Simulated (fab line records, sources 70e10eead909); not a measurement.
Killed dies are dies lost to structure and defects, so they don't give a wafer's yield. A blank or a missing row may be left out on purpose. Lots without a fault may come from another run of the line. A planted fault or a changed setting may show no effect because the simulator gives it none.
One fault seen from 3 desks | flow nand_harc | each desk has only its own numbers; what lay behind them comes last

THE DEFECT DESK
What the inspections along the route counted, lot by lot: means of the sampled wafers that have a number. A lot is out of limits, marked OUT, if its mean lies more than 4 standard deviations from the usual mean; the brackets give that distance.
Columns: A = raw_defect_count at NHARC_P_GATE_INSPECT_28, usual 6; B = raw_defect_count at NHARC_P_GATE_INSPECT_68, usual 195
lot  | first seen here | A                     | B
L609 | day 5 11:56     | 5                     | 146
L619 | day 9 15:53     | 949 (+99 or more) OUT | 1155 (+10) OUT
L620 | day 9 23:54     | 896 (+99 or more) OUT | 1034 (+9.0) OUT
L627 | day 12 22:59    | 6                     | 158
L629 | day 13 17:12    | 16                    | 194
L630 | day 14 08:19    | 6                     | 179
This desk's finding: out of limits on L619, L620; first on L619, day 9 15:53 (raw_defect_count at NHARC_P_GATE_INSPECT_28). In limits: L609, L627, L629, L630.

THE TOOL OWNER'S DESK: furnace-08
The tool's own readings at NHARC_P_GATE_OXIDE_16 (material SiO2, target thk 3 nm, ox time 392 s): means of the sampled wafers that have a number, for each lot that ran on this tool. A lot is out of limits, marked OUT, if its mean lies more than 4 standard deviations from the usual mean; the brackets give that distance.
Columns: A = spike_tc_upper_C at NHARC_P_GATE_OXIDE_16, usual 874.2 C
lot  | first seen here | A
L609 | day 5 01:41     | 874.2
L619 | day 9 05:38     | 874.6
L620 | day 9 13:41     | 873.7
L630 | day 13 19:33    | 873.3
This desk's finding: nothing out of limits on any of the 4 lots.

THE METROLOGY DESK
What the gauges read, lot by lot, whatever tool the lot ran on: means of the sampled wafers that have a number. A lot is out of limits, marked OUT, if its mean lies more than 4 standard deviations from the usual mean; the brackets give that distance.
Columns: A = cd_nm at NHARC_P_GATE_CD_MEAS_11, usual 1639.8 nm; B = cd_nm at NHARC_P_GATE_CD_MEAS_26, usual 120.3 nm; C = overlay_x_nm at NHARC_P_GATE_OVL_MEAS_27, usual 0.1 nm; D = overlay_y_nm at NHARC_P_GATE_OVL_MEAS_27, usual 0.3 nm; E = cd_nm at NHARC_P_GATE_CD_MEAS_33, usual 121.2 nm
lot  | first seen here | A      | B     | C    | D    | E
L609 | day 4 20:40     | 1639.5 | 120.2 | 0.5  | 0.9  | 121.8
L619 | day 9 01:53     | 1639.8 | 120.9 | 0.4  | -0.4 | 123.0
L620 | day 9 09:55     | 1638.6 | 119.9 | -1.3 | 1.1  | 122.9
L627 | day 12 07:15    | 1639.6 | 120.6 | 0.7  | 0.6  | 121.3
L629 | day 13 04:39    | 1638.3 | 120.7 | 0.9  | 0.9  | 120.6
L630 | day 13 15:46    | 1639.9 | 120.3 | 0.0  | -0.5 | 119.3
This desk's finding: nothing out of limits on any of the 6 lots.

PUT TOGETHER
The defect desk could have raised an alarm at day 9 15:53, on L619, L620.
The tool owner's desk saw nothing out of limits.
The metrology desk saw nothing out of limits.
The tool owner's desk has L619, L620 on record, within its limits.
The metrology desk has L619, L620 on record, within its limits.
Of the lots named, all ran NHARC_P_GATE_OXIDE_16 on furnace-08.

WHAT THE SIMULATOR HAD PUT IN
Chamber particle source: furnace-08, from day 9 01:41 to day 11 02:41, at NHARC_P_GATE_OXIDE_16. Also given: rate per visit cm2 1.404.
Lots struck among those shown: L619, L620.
Hours from the fault's start to each desk's first reading out of limits: the defect desk, 14.
